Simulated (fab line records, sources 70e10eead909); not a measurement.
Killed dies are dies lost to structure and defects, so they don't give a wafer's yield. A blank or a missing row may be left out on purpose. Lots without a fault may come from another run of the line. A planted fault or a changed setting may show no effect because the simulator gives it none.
Which tool did it? | flow nand_harc | 10 lots, 30 wafers sampled, at 5 steps of a route of 1302

WHAT THE GAUGES READ, wafer by wafer
The record holds no reading of a measuring or inspecting step that can be judged against a usual standard deviation.

WHICH TOOL RAN EACH LOT (tool, then ch and the chambers of the sampled wafers, then the start)
lot  | NHARC_A_M1_DESCUM_14               | NHARC_A_M1_STRIP_18                | NHARC_A_M1_ETCH_28                            | NHARC_A_M1_ECD_22              | NHARC_A_M1_CMP_23
L340 | rie_diel-02 ch 0,2,3, day 22 16:38 | rie_diel-11 ch 2,3, day 22 17:01   | rie_diel-11 ch 0,2,3, day 22 18:01 or earlier | ecd_cu-02 ch 0,1, day 22 18:01 | cmp-02 ch 0,2,3, day 22 18:46
L342 | rie_diel-02 ch 0,3, day 23 08:07   | rie_diel-02 ch 0,1, day 23 08:30   | rie_diel-02 ch 1,2,3, day 23 09:34 or earlier | ecd_cu-02 ch 0,1, day 23 09:34 | cmp-03 ch 0,1,2, day 23 10:14
L343 | rie_diel-12 ch 1,3, day 24 07:14   | rie_diel-12 ch 1,2, day 24 07:36   | rie_diel-12 ch 1,2, day 24 08:36 or earlier   | ecd_cu-02 ch 0,1, day 24 08:36 | cmp-01 ch 0,1,2, day 24 09:21
L344 | rie_diel-02 ch 2,3, day 24 18:19   | rie_diel-12 ch 2,3, day 24 18:41   | rie_diel-12 ch 0,2,3, day 24 19:50 or earlier | ecd_cu-02 ch 0,1, day 24 19:50 | cmp-03 ch 1,2, day 24 20:24
L347 | rie_diel-11 ch 0,2,3, day 25 19:46 | rie_diel-02 ch 2,3, day 25 20:08   | rie_diel-02 ch 0,1,3, day 25 21:13 or earlier | ecd_cu-01 ch 0, day 25 21:13   | cmp-03 ch 0,2,3, day 25 21:54
L350 | rie_diel-02 ch 0,1,3, day 26 21:37 | rie_diel-12 ch 0,1,2, day 26 22:00 | rie_diel-12 ch 0,2,3, day 26 23:00 or earlier | ecd_cu-01 ch 0,1, day 26 23:00 | cmp-03 ch 0,2,3, day 26 23:45
L349 | rie_diel-02 ch 0,1,2, day 27 02:29 | rie_diel-11 ch 2,3, day 27 02:52   | rie_diel-11 ch 1,2,3, day 27 03:51 or earlier | ecd_cu-02 ch 0,1, day 27 03:51 | cmp-03 ch 0,3, day 27 04:34
L352 | rie_diel-11 ch 0,2,3, day 27 16:25 | rie_diel-11 ch 1,2,3, day 27 16:49 | rie_diel-11 ch 0,3, day 27 17:50 or earlier   | ecd_cu-01 ch 0,1, day 27 17:50 | cmp-03 ch 1,2,3, day 27 18:34
L353 | rie_diel-11 ch 0,1, day 28 05:42   | rie_diel-11 ch 1,2,3, day 28 06:07 | rie_diel-11 ch 2,3, day 28 07:12 or earlier   | ecd_cu-01 ch 0,1, day 28 07:12 | cmp-02 ch 1,2,3, day 28 08:02
L355 | rie_diel-12 ch 0,1,2, day 28 23:59 | rie_diel-02 ch 0,2,3, day 29 00:25 | rie_diel-02 ch 1,2,3, day 29 01:22 or earlier | ecd_cu-01 ch 0,1, day 29 01:22 | cmp-03 ch 0,1, day 29 02:05
- NHARC_A_M1_DESCUM_14: chemistry O2, time 3 s.
- NHARC_A_M1_STRIP_18: strips in N2/H2.
- NHARC_A_M1_ETCH_28: etches the open film in CF4/N2, target depth 30 nm, time 72.99 s.
- NHARC_A_M1_ECD_22: material Cu, target thk 400 nm.
- NHARC_A_M1_CMP_23: polishes, t overpolish 20 s, target thk 154.34 nm.

WHAT THE TOOLS THEMSELVES READ (means of the sampled wafers that have a number; where no wafer has one, the mark that the record gives instead)
NHARC_A_M1_DESCUM_14. Usual: drypump_motor_current_A 5.9 A, standard deviation 0.42; oes_product_au 0.996 a.u., standard deviation 0.013; rf_vpp_V 57.8 V, standard deviation 0.94; showerhead_plenum_p_Torr 1.90 Torr, standard deviation 0.076; throttle_valve_pct 11.310 %, standard deviation 0.0097.
lot  | tool        | drypump_motor_current_A (A) | oes_product_au (a.u.) | rf_vpp_V (V) | showerhead_plenum_p_Torr (Torr) | throttle_valve_pct (%) | flag
L340 | rie_diel-02 | 6.0                         | 0.990                 | 56.8         | 1.89                            | 11.314                 |
L342 | rie_diel-02 | 5.9                         | 0.994                 | 57.8         | 1.91                            | 11.310                 |
L343 | rie_diel-12 | 5.5                         | 1.002                 | 58.0         | 1.89                            | 11.309                 |
L344 | rie_diel-02 | 5.9                         | 0.999                 | 58.0         | 1.90                            | 11.310                 |
L347 | rie_diel-11 | 5.9                         | 1.009                 | 58.4         | 2.03                            | 11.320                 |
L350 | rie_diel-02 | 5.8                         | 0.987                 | 57.3         | 1.88                            | 11.309                 |
L349 | rie_diel-02 | 6.0                         | 0.994                 | 58.0         | 1.84                            | 11.310                 |
L352 | rie_diel-11 | 5.9                         | 1.000                 | 58.8         | 2.02                            | 11.307                 |
L353 | rie_diel-11 | 6.5                         | 1.008                 | 57.8         | 1.93                            | 11.314                 |
L355 | rie_diel-12 | 5.8                         | 0.991                 | 57.5         | 1.87                            | 11.307                 |

NHARC_A_M1_STRIP_18. Usual: drypump_motor_current_A 5.8 A, standard deviation 0.46; oes_product_au 0.994 a.u., standard deviation 0.016; rf_fwd_power_W 997.6 W, standard deviation 2.9; rf_vpp_V 90.8 V, standard deviation 1; showerhead_plenum_p_Torr 2.05 Torr, standard deviation 0.092; throttle_valve_pct 14.171 %, standard deviation 0.0079.
lot  | tool        | drypump_motor_current_A (A) | oes_product_au (a.u.) | rf_fwd_power_W (W) | rf_vpp_V (V) | showerhead_plenum_p_Torr (Torr) | throttle_valve_pct (%) | flag
L340 | rie_diel-11 | 5.7                         | 1.009                 | 995.3              | 89.9         | 2.19                            | 14.172                 |
L342 | rie_diel-02 | 5.9                         | 0.988                 | 997.0              | 90.4         | 1.99                            | 14.176                 |
L343 | rie_diel-12 | 5.7                         | 0.992                 | 1000.3             | 90.1         | 2.00                            | 14.164                 |
L344 | rie_diel-12 | 5.4                         | 0.975                 | 999.2              | 91.4         | 2.04                            | 14.171                 |
L347 | rie_diel-02 | 6.1                         | 0.995                 | 999.6              | 90.4         | 1.98                            | 14.175                 |
L350 | rie_diel-12 | 5.8                         | 0.995                 | 999.5              | 90.2         | 1.99                            | 14.171                 |
L349 | rie_diel-11 | 5.7                         | 0.999                 | 994.6              | 92.0         | 2.19                            | 14.174                 |
L352 | rie_diel-11 | 5.7                         | 0.988                 | 995.8              | 91.8         | 2.11                            | 14.168                 |
L353 | rie_diel-11 | 5.7                         | 0.987                 | 996.2              | 91.7         | 2.11                            | 14.172                 |
L355 | rie_diel-02 | 6.0                         | 0.990                 | 1000.1             | 91.4         | 2.00                            | 14.172                 |

NHARC_A_M1_ETCH_28. Usual: drypump_motor_current_A 5.8 A, standard deviation 0.49; oes_product_au 0.995 a.u., standard deviation 0.015; rf_fwd_power_W 297.8 W, standard deviation 1.1; rf_vpp_V 314.4 V, standard deviation 2.1; showerhead_plenum_p_Torr 2.65 Torr, standard deviation 0.11; throttle_valve_pct 19.793 %, standard deviation 0.0088.
lot  | tool        | drypump_motor_current_A (A) | oes_product_au (a.u.) | rf_fwd_power_W (W) | rf_vpp_V (V) | showerhead_plenum_p_Torr (Torr) | throttle_valve_pct (%) | flag
L340 | rie_diel-11 | 5.9                         | 1.006                 | 297.2              | 317.2        | 2.77                            | 19.794                 |
L342 | rie_diel-02 | 5.9                         | 1.002                 | 298.4              | 312.5        | 2.56                            | 19.797                 |
L343 | rie_diel-12 | 5.7                         | 0.997                 | 298.7              | 312.6        | 2.58                            | 19.789                 |
L344 | rie_diel-12 | 5.5                         | 0.982                 | 297.2              | 314.1        | 2.62                            | 19.802                 |
L347 | rie_diel-02 | 5.8                         | 0.991                 | 297.8              | 313.3        | 2.59                            | 19.789                 |
L350 | rie_diel-12 | 5.6                         | 0.997                 | 297.9              | 314.0        | 2.61                            | 19.796                 |
L349 | rie_diel-11 | 5.7                         | 0.987                 | 296.3              | 315.1        | 2.71                            | 19.783                 |
L352 | rie_diel-11 | 6.2                         | 1.009                 | 298.1              | 316.4        | 2.73                            | 19.794                 |
L353 | rie_diel-11 | 5.4                         | 0.994                 | 297.5              | 317.4        | 2.79                            | 19.785                 |
L355 | rie_diel-02 | 5.9                         | 0.999                 | 297.9              | 312.8        | 2.56                            | 19.797                 |

NHARC_A_M1_CMP_23. Usual: motor_current_A 12.2 A, standard deviation 1.1; time_to_endpoint_s 30 s, standard deviation 3.6.
lot  | tool   | motor_current_A (A) | time_to_endpoint_s (s) | flag
L340 | cmp-02 | 12.3                | 29                     |
L342 | cmp-03 | 13.0                | 29                     |
L343 | cmp-01 | 12.3                | 32                     |
L344 | cmp-03 | 13.3                | 32                     |
L347 | cmp-03 | 12.4                | 31                     |
L350 | cmp-03 | 12.4                | 31                     |
L349 | cmp-03 | 11.9                | 28                     |
L352 | cmp-03 | 12.9                | 31                     |
L353 | cmp-02 | 11.2                | 25                     |
L355 | cmp-03 | 13.5                | 21                     |

THE ANSWER, worked out from the rows above alone
Rule: a lot is off if the mean of its wafers that have a number lies more than 3 standard deviations from the usual mean. A lot without any number at a reading at which 4 lots or more have one is off too. The other lots that the step has rows for count as sound. The gauges are gone through in route order, then the tools' own readings, and for those a lot's mean is taken as printed above. The first step at which some lot is off is used, and at that step the reading that is off furthest; a lot without a number counts as furthest.
No lot is off at any reading shown: from this, nothing can be told.

WHAT THE SIMULATOR HAD PUT IN
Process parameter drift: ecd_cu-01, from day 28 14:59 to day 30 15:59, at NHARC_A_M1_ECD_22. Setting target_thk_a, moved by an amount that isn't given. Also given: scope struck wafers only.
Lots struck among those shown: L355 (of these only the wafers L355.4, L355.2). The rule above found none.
